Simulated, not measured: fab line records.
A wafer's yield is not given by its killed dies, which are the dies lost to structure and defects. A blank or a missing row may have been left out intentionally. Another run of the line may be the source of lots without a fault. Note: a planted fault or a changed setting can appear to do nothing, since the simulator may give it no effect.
A struck lot beside a sound one | flow nand-harc | 15 steps out of a route of 1159
Sound: the wafers L940.1, L940.2, L940.6. Wafers L927.1, L927.2, L927.5 were the ones struck. At the end, the cause is stated.
At each step with rows: each side's tool, then ch and its chambers, then its first start. Under that, the readings that differ: sound wafers | struck wafers | difference of the means | sigmas: that difference in standard deviations of wafers without a fault.
alike: words and numbers the same on both sides, and readings whose means are apart by under 2 such deviations; not compared: readings that were withheld, readings missing a value for some wafer, numbers with overlapping values and no deviation given by the record, and bounds like >300 which may hide the same value.
A row with sigmas, a row that says differs or no value, or rows on one side alone: a step with any of these is where the two part. Non-overlapping numbers with no deviation appear without sigmas and do not part them. A reading missing from all wafers of one side parts the sides only when that side holds two or more wafers.

first, 3 steps without rows for these wafers: NHARC_A_CONTACT_EXPOSE_05 (exposes mask A CC); NHARC_A_CONTACT_PEB_06 (peb time 65 s); NHARC_A_CONTACT_DEVELOP_07 (develop time 35 s).
NHARC_A_CONTACT_CD_MEAS_08: target cd 100 nm.
  sound on cd-sem-03 ch 0, day 22 06:19; struck on cd-sem-01 ch 0, day 19 03:26
  alike: cd-nm
NHARC_A_CONTACT_OVL_MEAS_09:
  sound on overlay-01, day 22 06:25; struck on overlay-02, day 19 03:32
  alike: overlay-x-nm, overlay-y-nm
NHARC_A_CONTACT_INSPECT_10:
  sound on defect-inspect-02, day 22 06:27; struck on defect-inspect-02, day 19 03:34
  alike: raw-defect-count
then, 1 step without rows for these wafers: NHARC_A_CONTACT_DESCUM_13 (chemistry O2, time 3 s).
NHARC_A_CONTACT_ETCH_88: etches the open film in CF4, target depth 39 nm, time 65 s.
  sound on rie-diel-06 ch 0,3, day 22 07:08; struck on rie-diel-06 ch 1,2,3, day 19 03:48
  alike: bias-w, cf4-flow-sccm, drypump-motor-current-A, oes-product-au, rf-vpp-V, showerhead-plenum-p-Torr, throttle-valve-pct
  not compared: rf-hours-counter-h
then, 1 step without rows for these wafers: NHARC_A_CONTACT_ETCH_89 (etches the open film in N2/H2, target depth 260 nm, time 475.3 s).
NHARC_A_CONTACT_ETCH_30: etches the open film in CF4/CHF3, target depth 60.5 nm, time 30.2 s.
  sound on rie-diel-06 ch 2,3; struck on rie-diel-06 ch 1,3
  alike: bias-w, cf4-flow-sccm, drypump-motor-current-A, oes-product-au, rf-vpp-V, showerhead-plenum-p-Torr, throttle-valve-pct
  not compared: rf-hours-counter-h
NHARC_A_CONTACT_ETCH_31: etches the open film in O2/COS, target depth 2000 nm, time 520 s.
  sound on rie-diel-06 ch 0,1,3; struck on rie-diel-06 ch 1,3
  alike: bias-w, chamber-pressure-mTorr, drypump-motor-current-A, oes-product-au, rf-vpp-V, showerhead-plenum-p-Torr, throttle-valve-pct
  not compared: rf-hours-counter-h
NHARC_A_CONTACT_ETCH_134: etches the open film in C4F8/O2/Ar, time 140 s, target depth 700 nm.
  sound on har-cap-etch-01 ch 0,1, day 22 08:24; struck on har-cap-etch-03 ch 0,1, day 19 04:58
  alike: chamber-pressure-mTorr, oes-air-line-au
  not compared: rf-hours-counter-h
NHARC_A_CONTACT_ETCH_135: etches the open film in C4F8/O2/Ar, time 132 s, target depth 1287 nm.
  sound on har-cap-etch-01 ch 0,1, day 22 08:37; struck on har-cap-etch-03 ch 0,1, day 19 05:10
  no value came back on the struck wafers for chamber-pressure-mTorr (mTorr), oes-air-line-au (a.u.); on the sound wafers chamber-pressure-mTorr (mTorr) reads 20.019 20.017 20.012
  not compared: rf-hours-counter-h
NHARC_A_CONTACT_ETCH_136: etches the open film in C4F8/O2/Ar, time 132 s, target depth 1287 nm.
  sound on har-cap-etch-01 ch 0,1, day 22 08:44; struck on har-cap-etch-03 ch 0,1, day 19 05:17
  alike: chamber-pressure-mTorr, oes-air-line-au
  not compared: rf-hours-counter-h
-- break in the record here, with 2 days between the starts of the struck wafers on either side (left off in module A_CONTACT, picked up again in module END, where the first step shown is number 1159 on the route) --
NHARC_END_SORT_01:
  at this point the record logs the struck wafers (prober-02 ch 0, day 21 06:11) and has no rows for the sound ones

== WHERE THEY PART ==
Last at NHARC_END_SORT_01 as far as this record goes, first at NHARC_A_CONTACT_ETCH_135.

WHY: the cause the simulator had injected
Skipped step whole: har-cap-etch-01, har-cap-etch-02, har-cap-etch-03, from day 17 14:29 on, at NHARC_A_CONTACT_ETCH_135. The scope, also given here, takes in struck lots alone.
